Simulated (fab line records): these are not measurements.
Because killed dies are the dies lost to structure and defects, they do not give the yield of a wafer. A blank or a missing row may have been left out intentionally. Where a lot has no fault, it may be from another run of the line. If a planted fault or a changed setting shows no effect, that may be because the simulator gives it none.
A lot that was struck, set against a sound lot | flow n5Finfet | 15 steps out of a route of 1938
Sound: these wafers, L976.1, L976.3, L976.6. Struck: wafer L992.2 (left out: L992.1, a lot-mate that was not struck); the cause follows at the end.
Each step with rows lists, per side, the tool, then ch with its chambers, then its first start. Under that, the readings that differ: sound wafers | struck wafers | difference of the means | sigmas: that difference in standard deviations of wafers without a fault.
alike: readings whose means differ by less than 2 such deviations, and words and numbers that are the same on both sides. not compared: withheld readings, readings that some wafer has no value for, bounds like >300 that may hide the same value, and numbers for which the record gives no deviation and whose values overlap.
The two part at a step that has a row with sigmas, a row that says differs or no value, or rows on one side only. Numbers that don't overlap but have no deviation are shown without sigmas and don't part them. A reading missing from all wafers of one side parts the sides only when that side holds two or more wafers.

N5_MOL_CONTACT_COAG_DESCUM_88: chemistry O2, time 7 s.
  sound on rieDiel-05 ch 0,1, day 6 10:54; struck on rieDiel-01 ch 0, day 10 09:40
  alike: drypumpMotorCurrentA, oesProductAu, rfVppV, showerheadPlenumPTorr, throttleValvePct
  not compared: rfHoursCounterH
then, 1 step without rows for these wafers: N5_MOL_CONTACT_COAG_ETCH_89 (etches underlayer in N2/H2, target depth 13 nm, time 10.4 s).
N5_MOL_CONTACT_COAG_ETCH_90: etches SiARC in CF4, target depth 13 nm, time 21.7 s.
  sound on rieDiel-05 ch 0,1, day 6 10:57; struck on rieDiel-01 ch 0, day 10 09:43
  alike: biasW, drypumpMotorCurrentA, etchRfOnTimeS, oesProductAu, rfVppV, showerheadPlenumPTorr, throttleValvePct
  not compared: rfHoursCounterH
then, 2 steps without rows for these wafers: N5_MOL_CONTACT_COAG_ALD_131 (deposits SiO2, target thk 5 nm, pulse time 1 s, co reactant pulse time 1 s); N5_MOL_CONTACT_COAG_ETCHBACK_132 (etches SiO2 in CHF3, target depth 10 nm, time 6.7 s).
N5_MOL_CONTACT_COAG_ETCH_91: etches SOC in N2/H2, target depth 60 nm, overetch 21 nm, time 101.2 s.
  sound on rieDiel-03 ch 0,2,3, day 6 11:15; struck on rieDiel-03 ch 0, day 10 10:01
  alike: biasW, drypumpMotorCurrentA, oesProductAu, rfVppV, showerheadPlenumPTorr, throttleValvePct
  not compared: rfHoursCounterH
then, 2 steps without rows for these wafers: N5_MOL_CONTACT_COAG_STRIP_92 (strips in N2/H2); N5_MOL_CONTACT_COAG_STRIP_93 (strips in N2/H2).
N5_MOL_CONTACT_COAG_ETCHBACK_135: etches SiO2 in CHF3, target depth 25 nm, time 16.7 s.
  sound on rieDiel-03 ch 0,2,3, day 6 11:20; struck on rieDiel-03 ch 0, day 10 10:06
  alike: biasW, drypumpMotorCurrentA, oesProductAu, rfVppV, showerheadPlenumPTorr, throttleValvePct
  not compared: rfHoursCounterH
then, 3 steps without rows for these wafers: N5_MOL_CONTACT_COAG_STRIP_118 (strips in CHF3); N5_MOL_CONTACT_COAG_VIA_ETCH_46 (etches SiO2 in C4F6/O2, target depth 46 nm, overetch 9.2 nm, time 40 s); N5_MOL_CONTACT_COAG_STRIP_96 (strips in N2/H2).
N5_MOL_CONTACT_COAG_ETCH_47: etches SiNx in CH3F/O2, stops on W, target depth 27 nm.
  sound on rieDiel-03 ch 0,2,3, day 6 11:29; struck on rieDiel-03 ch 0, day 10 10:14
reading                  | sound             | struck  | difference | sigmas
overEtchFrac             | 0.2 0.2 0.2       | 0.21556 | +0.01556   | 
model.etch.overEtchS (s) | 4.942 5.117 5.176 | 5.493   | +0.415     | 
  alike: O2_flow_sccm, biasW, drypumpMotorCurrentA, etchRfOnTimeS, oesProductAu, rfVppV, showerheadPlenumPTorr, throttleValvePct
  not compared: rfHoursCounterH
N5_MOL_CONTACT_COAG_STRIP_119: strips in N2/H2, time 30 s.
  sound on plasmaAsher-01 ch 0,1, day 6 11:34; struck on plasmaAsher-02 ch 1, day 10 10:19
  alike: drypumpMotorCurrentA, heaterPowerW
  not compared: rfHoursCounterH
-- record jumps: 3 days separate the struck wafers' starts on either side; left off in module MOL_CONTACT_COAG, taken up again in module BEOL_M4, whose first shown step is the route's number 1111 --
N5_BEOL_M4_RC_MEAS_101:
  sound on prober-02 ch 0, day 9 08:47; struck on prober-01 ch 0, day 13 14:53
  alike: DIBL_N, DIBL_P, IOFF_N, IOFF_P, ION_N, ION_P, SS_N, SS_P, VT_N, VT_P

WHERE THEY PART
Nowhere in this record.

WHY: the cause the simulator had injected
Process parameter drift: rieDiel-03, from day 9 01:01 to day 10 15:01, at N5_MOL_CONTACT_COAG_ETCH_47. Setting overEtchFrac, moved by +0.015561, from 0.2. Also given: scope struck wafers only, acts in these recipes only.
